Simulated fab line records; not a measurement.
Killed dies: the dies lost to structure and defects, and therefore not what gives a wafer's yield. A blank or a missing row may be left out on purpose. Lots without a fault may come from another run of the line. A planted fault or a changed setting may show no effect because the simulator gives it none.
Chamber matching | flow nand harc | rie si-06 running NHARC_P_ZERO_WELL_ETCH_63: 4 sister chambers
The step etches the open film in HBr/Cl2, target depth 120 nm, time 40.1 s. 4 wafers are shown with their chamber, then 9 later ones without.

== WAFERS PAIRED WITH THEIR CHAMBERS ==
wafer  | chamber | drypump motor current A (A)
L085.1 | 1       | 5.2
L087.2 | 2       | 6.1
L087.3 | 0       | 5.4
L087.5 | 3       | 6.3

== WAFERS MISSING THEIR CHAMBER ==
wafer  | drypump motor current A (A)
L093.1 | 6.1
L093.5 | 6.0
L093.6 | 6.3
L094.1 | 5.4
L094.2 | 5.2
L094.4 | 6.3
L095.1 | 6.3
L095.3 | 6.0
L095.4 | 5.4

== CHAMBER TAKEN BY EACH ==
wafer  | from the rows above | in truth
L093.1 | 2                   | 2
L093.5 | 2                   | 2
L093.6 | 3                   | 3
L094.1 | 0                   | 0
L094.2 | 1                   | 1
L094.4 | 3                   | 3
L095.1 | 3                   | 3
L095.3 | 2                   | 2
L095.4 | 0                   | 0
Correctly placed: 9 of 9. Left unplaced by these rows: 0. Wrongly placed: 0.
How it was worked out, from the rows above alone: a wafer's distance from a chamber is the root of the sum, over the readings, of the square of ((its reading less the chamber's mean) divided by the reading's scatter). If the next closest chamber is less than 2 further off than the closest, the wafer can't be placed; otherwise it belongs to the closest. Each chamber's mean is taken over the wafers shown for it. The scatter: root of mean squared gap, hidden wafer to nearest shown wafer, with one shown wafer a chamber.
